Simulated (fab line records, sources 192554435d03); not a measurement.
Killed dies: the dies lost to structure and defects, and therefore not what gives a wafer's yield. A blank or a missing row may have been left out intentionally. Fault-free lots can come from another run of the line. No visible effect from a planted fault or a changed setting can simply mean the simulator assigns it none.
Split-lot study + flow n5Finfet + 39 wafers read from 7 lots, route of 1938 steps

== ON THE SPLIT ==
At N5_DUMMY_GATE_EXPOSE_12 (exposes mask GATE, target cd 25 nm), the setting doseMj was moved away from the recipe's 34 on 12 of the 39 wafers read, by -7.7% to +4.4%. For the rest of the wafers, this setting stayed at what the recipe calls for.

== FROM THE SPLIT TO THE READING: what the file shows between them, 2 steps ==
- N5_DUMMY_GATE_PEB_13: peb time 60 s
- N5_DUMMY_GATE_DEVELOP_14: develop time 30 s

== THE READING ==
At N5_DUMMY_GATE_CD_MEAS_15: cdNm in nanometres, against a target cd of 25.8 nm. A value of 24.96 nm with a standard deviation of 0.23 nm is what fault-free wafers of this fab line usually give.

| wafer  | tool, chamber at the split | doseMj as run | against the recipe | cdNm, nm | against lot-mates on the recipe |
|--------|----------------------------|---------------|--------------------|----------|---------------------------------|
| L075.1 | euvScanner-02, 0           | 34            | recipe             | 24.76    | -                               |
| L075.2 | euvScanner-02, 0           | 34            | recipe             | 24.86    | -                               |
| L075.3 | euvScanner-02, 0           | 34            | recipe             | 24.95    | -                               |
| L075.4 | euvScanner-02, 0           | 34            | recipe             | 25.22    | -                               |
| L075.5 | euvScanner-02, 0           | 34            | recipe             | 25.00    | -                               |
| L075.6 | euvScanner-02, 0           | 34            | recipe             | 25.52    | -                               |
| L076.1 | euvScanner-01, 0           | 32.34         | -4.9%              | 25.84    | +0.71                           |
| L076.2 | euvScanner-01, 0           | 32.34         | -4.9%              | 26.02    | +0.89                           |
| L076.3 | euvScanner-01, 0           | 34            | recipe             | 24.95    | -                               |
| L076.4 | euvScanner-01, 0           | 34            | recipe             | 25.15    | -                               |
| L076.5 | euvScanner-01, 0           | 34            | recipe             | 25.29    | -                               |
| L076.6 | euvScanner-01, 0           | 32.34         | -4.9%              | 26.01    | +0.88                           |
| L079.1 | euvScanner-02, 0           | 34            | recipe             | 25.21    | -                               |
| L079.2 | euvScanner-02, 0           | 34            | recipe             | 24.85    | -                               |
| L079.3 | euvScanner-02, 0           | 31.38         | -7.7%              | 26.58    | +1.73                           |
| L079.4 | euvScanner-02, 0           | 31.38         | -7.7%              | 26.70    | +1.85                           |
| L079.5 | euvScanner-02, 0           | 34            | recipe             | 24.48    | -                               |
| L079.6 | euvScanner-02, 0           | 31.38         | -7.7%              | 26.49    | +1.64                           |
| L081.1 | euvScanner-02, 0           | 35.5          | +4.4%              | 24.19    | -0.92                           |
| L081.2 | euvScanner-02, 0           | 34            | recipe             | 24.98    | -                               |
| L081.3 | euvScanner-02, 0           | 35.5          | +4.4%              | 24.17    | -0.94                           |
| L081.4 | euvScanner-02, 0           | 34            | recipe             | 25.17    | -                               |
| L081.5 | euvScanner-02, 0           | 35.5          | +4.4%              | 24.04    | -1.07                           |
| L081.6 | euvScanner-02, 0           | 34            | recipe             | 25.17    | -                               |
| L088.1 | euvScanner-01, 0           | 34            | recipe             | 24.93    | -                               |
| L088.2 | euvScanner-01, 0           | 34            | recipe             | 24.92    | -                               |
| L088.3 | euvScanner-01, 0           | 34            | recipe             | 24.92    | -                               |
| L088.4 | euvScanner-01, 0           | 34            | recipe             | 25.05    | -                               |
| L088.5 | euvScanner-01, 0           | 34            | recipe             | 25.09    | -                               |
| L088.6 | euvScanner-01, 0           | 34            | recipe             | 25.13    | -                               |
| L090.3 | euvScanner-01, 0           | 34            | recipe             | 24.66    | -                               |
| L090.4 | euvScanner-01, 0           | 34            | recipe             | 24.64    | -                               |
| L090.6 | euvScanner-01, 0           | 34            | recipe             | 24.58    | -                               |
| L093.1 | euvScanner-01, 0           | 34.89         | +2.6%              | 24.77    | -0.10                           |
| L093.2 | euvScanner-01, 0           | 34            | recipe             | 24.89    | -                               |
| L093.3 | euvScanner-01, 0           | 34            | recipe             | 25.08    | -                               |
| L093.4 | euvScanner-01, 0           | 34.89         | +2.6%              | 24.82    | -0.05                           |
| L093.5 | euvScanner-01, 0           | 34            | recipe             | 24.63    | -                               |
| L093.6 | euvScanner-01, 0           | 34.89         | +2.6%              | 24.67    | -0.20                           |

FIT RESULTS
A straight line over all 39 wafers: cdNm changes by -0.195 nm for each +1% of doseMj; r = -0.93; the points scatter about the line by 0.22 nm.
The same after taking each lot's own level away (the mean of its wafers on the recipe; 39 wafers): -0.2 nm for each +1%; r = -0.94; scatter 0.21 nm.
The reading moves by 1.5 nm for the largest change in doseMj, on that fit.
The lots' own levels span 24.627 to 25.130 nm, that is 2.2 times the standard deviation above.
So the lot-to-lot level changes the slope little: the two slopes agree.
Check: +1.53 nm against its lot-mates is what the line predicts for one of the wafers moved furthest among these (-7.7%) when that wafer is left out of the fit. It came out at +1.73 nm against them.

== THE WHOLE CHAIN: every reading that the file lists as answering this split, in the file's order ==
| step                     | what it does                                                   | reading                                                          | change (the file's fit)               | r (the file's) |
|--------------------------|----------------------------------------------------------------|------------------------------------------------------------------|---------------------------------------|----------------|
| N5_DUMMY_GATE_CD_MEAS_15 | target cd 25.8 nm                                              | cdNm                                                             | -0.202 nm for each +1% of the setting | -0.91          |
| N5_DUMMY_GATE_TRIM_49    | chemistry O2, time 29 s, target cd 14 nm                       | DUMMY_GATE.cdNm (the simulator's own value, which no gauge read) | -0.183 nm for each +1% of the setting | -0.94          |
| N5_DUMMY_GATE_ETCH_44    | etches poly-Si in HBr/O2, stops on SiO2, target depth 127.5 nm | DUMMY_GATE.cdNm (the simulator's own value, which no gauge read) | -0.17 nm for each +1% of the setting  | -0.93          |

== THE FILE'S OWN FIT ==
cdNm changes by -0.202 nm for each +1% of doseMj, r = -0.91.
